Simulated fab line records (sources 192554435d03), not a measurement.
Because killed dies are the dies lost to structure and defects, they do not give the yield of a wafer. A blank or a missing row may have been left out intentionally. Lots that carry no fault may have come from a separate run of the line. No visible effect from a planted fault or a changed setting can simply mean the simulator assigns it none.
Matching of chambers + flow n5Finfet + aldMetal-01 running N5_HKMG_FIN_ALD_71: 4 sister chambers
The step deposits TiN, target thk 1 nm, pulse time 1 s, purge time 3 s. 8 wafers are shown with their chamber, then 10 later ones without.

== WAFERS WITH THEIR CHAMBER ==
| wafer  | chamber | heaterPowerW (W) | precursorPulseHeightRel |
|--------|---------|------------------|-------------------------|
| L082.2 | 0       | 836              | 1.017                   |
| L082.3 | 1       | 771              | 0.989                   |
| L084.3 | 1       | 766              | 0.977                   |
| L087.1 | 2       | 761              | 1.000                   |
| L087.3 | 3       | 806              | 1.010                   |
| L087.6 | 0       | 830              | 0.973                   |
| L088.1 | 2       | 775              | 1.018                   |
| L088.2 | 3       | 809              | 1.008                   |

== WAFERS WITHOUT THEIR CHAMBER ==
| wafer  | heaterPowerW (W) | precursorPulseHeightRel |
|--------|------------------|-------------------------|
| L088.3 | 774              | 1.015                   |
| L088.4 | 824              | 1.009                   |
| L088.5 | 779              | 1.002                   |
| L088.6 | 779              | 1.015                   |
| L092.2 | 820              | 0.990                   |
| L092.5 | 757              | 1.017                   |
| L092.6 | 761              | 0.982                   |
| L093.2 | 829              | 1.005                   |
| L093.4 | 788              | 1.001                   |
| L093.5 | 775              | 1.011                   |

== WHICH CHAMBER EACH WENT THROUGH ==
| wafer  | from the rows above          | in truth |
|--------|------------------------------|----------|
| L088.3 | can't be placed: 2 or 1      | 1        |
| L088.4 | can't be placed: 0 or 3      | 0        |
| L088.5 | can't be placed: 2 or 1      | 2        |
| L088.6 | can't be placed: 2 or 1      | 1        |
| L092.2 | can't be placed: 0 or 3      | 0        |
| L092.5 | can't be placed: 2 or 1      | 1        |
| L092.6 | can't be placed: 1 or 2      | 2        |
| L093.2 | 0                            | 0        |
| L093.4 | can't be placed: 3 or 2 or 1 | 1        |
| L093.5 | can't be placed: 2 or 1      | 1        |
Correctly placed: 1 of 10. Cannot be placed on the basis of these rows: 9; the candidates contain the true chamber in 9. Number placed wrongly: 0.
How it was worked out, from the rows above alone: a wafer's distance from a chamber is the root of the sum, over the readings, of the square of ((its reading less the chamber's mean) divided by the reading's scatter). The wafer belongs to the nearest chamber; if the next one is less than 2 further off, it can't be placed. Each chamber's mean is taken over the wafers shown for it. The scatter: take each reading less its chamber's mean, square it, sum over the shown wafers, divide by the number of wafers less the number of chambers, and take the root.
